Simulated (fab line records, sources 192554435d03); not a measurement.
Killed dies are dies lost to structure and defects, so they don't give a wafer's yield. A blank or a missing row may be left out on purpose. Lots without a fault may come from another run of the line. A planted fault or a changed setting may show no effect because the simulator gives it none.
A struck lot beside a sound one | flow n5_finfet | 15 steps out of a route of 1938
Sound: wafers L782.3, L782.4, L782.6. Struck: wafer L789.1. (L789.2, L789.5 of the same lot were not struck and are left out.) The cause comes at the end.
At each step with rows: each side's tool, then ch and its chambers, then its first start. Under that, the readings that differ: sound wafers | struck wafers | difference of the means | sigmas: that difference in standard deviations of wafers without a fault.
alike: readings whose means differ by less than 2 such deviations, and words and numbers that are the same on both sides. not compared: withheld readings, readings that some wafer has no value for, bounds like >300 that may hide the same value, and numbers for which the record gives no deviation and whose values overlap.
The two part at a step that has a row with sigmas, a row that says differs or no value, or rows on one side only. Numbers that don't overlap but have no deviation are shown without sigmas and don't part them. A reading that every wafer of one side lacks parts them only if that side has two wafers or more.

first, 7 steps without rows for these wafers: N5_BEOL_M5_COAT_74 (time 60 s, resist thk 5 nm); N5_BEOL_M5_COAT_22 (resist thk 30 nm); N5_BEOL_M5_EBR_24; N5_BEOL_M5_SOFTBAKE_23 (time 60 s); N5_BEOL_M5_EXPOSE_25 (exposes mask V4, defocus 10 nm); N5_BEOL_M5_PEB_26 (peb time 60 s); N5_BEOL_M5_DEVELOP_27 (develop time 30 s).
N5_BEOL_M5_CD_MEAS_28: target cd 30.6 nm, target cd y 20 nm.
  sound on cd_sem-02 ch 0, day 11 07:56; struck on cd_sem-03 ch 0, day 12 23:53
  alike: cd_nm
N5_BEOL_M5_OVL_MEAS_29:
  sound on overlay-02 ch 0, day 11 07:59; struck on overlay-01 ch 0, day 12 23:55
  alike: V4_OVL
N5_BEOL_M5_INSPECT_30: inspects for defects (brightfield).
  sound on defect_inspect-02, day 11 08:02; struck on defect_inspect-01, day 12 23:59
  reading          | sound       | struck | difference | sigmas
  raw_defect_count | 380 433 383 | 641    | +242       | +3
N5_BEOL_M5_DESCUM_33: chemistry O2, time 7 s.
  sound on rie_diel-03 ch 1,2, day 11 08:04; struck on rie_diel-05 ch 2, day 13 00:12
  alike: drypump_motor_current_A, oes_product_au, rf_vpp_V, showerhead_plenum_p_Torr, throttle_valve_pct
  not compared: rf_hours_counter_h
N5_BEOL_M5_ETCH_75: etches underlayer in N2/H2, target depth 6.5 nm, time 5.2 s.
  sound on rie_diel-03 ch 1,2, day 11 08:06; struck on rie_diel-05 ch 2, day 13 00:14
  alike: drypump_motor_current_A, etch_rf_on_time_s, oes_product_au, rf_vpp_V, showerhead_plenum_p_Torr, throttle_valve_pct
  not compared: rf_hours_counter_h
N5_BEOL_M5_ETCH_67: etches SiARC in CF4, target depth 15.6 nm, time 26 s.
  sound on rie_diel-03 ch 1,2, day 11 08:07; struck on rie_diel-05 ch 2, day 13 00:15
  reading               | sound          | struck | difference | sigmas
  etch_rf_on_time_s (s) | 24.0 25.6 25.8 | 16.2   | -8.9       | -11
  alike: drypump_motor_current_A, oes_product_au, rf_vpp_V, showerhead_plenum_p_Torr, throttle_valve_pct
  not compared: rf_hours_counter_h
N5_BEOL_M5_ETCH_68: etches SOC in N2/H2, target depth 80 nm, overetch 16 nm, time 120 s.
  sound on rie_diel-03 ch 1,2, day 11 08:08; struck on rie_diel-05 ch 2, day 13 00:17
  alike: drypump_motor_current_A, oes_product_au, rf_vpp_V, showerhead_plenum_p_Torr, throttle_valve_pct
  not compared: rf_hours_counter_h
N5_PASSIVATION_PROBE_49:
  the record has rows for the sound wafers here (prober-01, day 15 03:25) and none for the struck ones

WHERE THEY PART
First at N5_BEOL_M5_INSPECT_30; last, within this record, at N5_PASSIVATION_PROBE_49.

WHY: what the simulator had put in
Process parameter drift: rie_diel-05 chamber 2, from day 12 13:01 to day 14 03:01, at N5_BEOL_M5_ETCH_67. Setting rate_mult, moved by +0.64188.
